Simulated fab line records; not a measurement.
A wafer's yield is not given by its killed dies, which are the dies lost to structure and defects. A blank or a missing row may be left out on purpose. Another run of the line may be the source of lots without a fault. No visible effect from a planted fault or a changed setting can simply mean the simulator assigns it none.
Chamber matching    flow n5Finfet    N5_MOL_CONTACT_COAG_ALD_131 on aldSin-02: 4 sister chambers
The step deposits SiO2, target thk 5 nm, pulse time 1 s, co reactant pulse time 1 s. 8 wafers are shown with their chamber, then 11 later ones without.

WAFERS, EACH WITH ITS CHAMBER
wafer   chamber  heaterPowerW (W)  precursorPulseHeightRel
L085.3  2        77                1.007
L088.4  2        79                1.015
L089.1  1        80                0.986
L089.4  3        80                1.065
L090.3  0        78                1.028
L090.4  1        79                0.980
L090.6  3        78                0.995
L093.4  0        77                1.007

WAFERS WITH NO CHAMBER GIVEN
wafer   heaterPowerW (W)  precursorPulseHeightRel
L093.5  79                0.986
L093.6  78                0.986
L094.1  80                1.023
L094.3  79                0.982
L094.5  80                1.016
L095.3  80                0.998
L095.4  81                0.990
L095.5  80                1.001
L097.1  77                1.008
L097.3  80                0.993
L097.5  77                1.002

WHICH CHAMBER EACH ONE RAN IN
wafer   from the rows above                in truth
L093.5  can't be placed: 1 or 2 or 3 or 0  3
L093.6  can't be placed: 2 or 0 or 1 or 3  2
L094.1  can't be placed: 3 or 1 or 2 or 0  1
L094.3  can't be placed: 1 or 2 or 3 or 0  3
L094.5  can't be placed: 3 or 1 or 2 or 0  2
L095.3  can't be placed: 1 or 3 or 2 or 0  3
L095.4  can't be placed: 1 or 3 or 2 or 0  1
L095.5  can't be placed: 1 or 3 or 2 or 0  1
L097.1  can't be placed: 0 or 2 or 3 or 1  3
L097.3  can't be placed: 1 or 3 or 2 or 0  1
L097.5  can't be placed: 0 or 2 or 3 or 1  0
0 of 11 placed correctly. Unplaceable from these rows: 11, with the true chamber sitting among the candidates in 11. Number placed wrongly: 0.
How it was worked out, from the rows above alone: a wafer's distance from a chamber is the root of the sum, over the readings, of the square of ((its reading less the chamber's mean) divided by the reading's scatter). The wafer belongs to the nearest chamber; if the next one is less than 2 further off, it can't be placed. A chamber's mean is the mean of its shown wafers. The scatter: take each reading less its chamber's mean, square it, sum over the shown wafers, divide by the number of wafers less the number of chambers, and take the root.
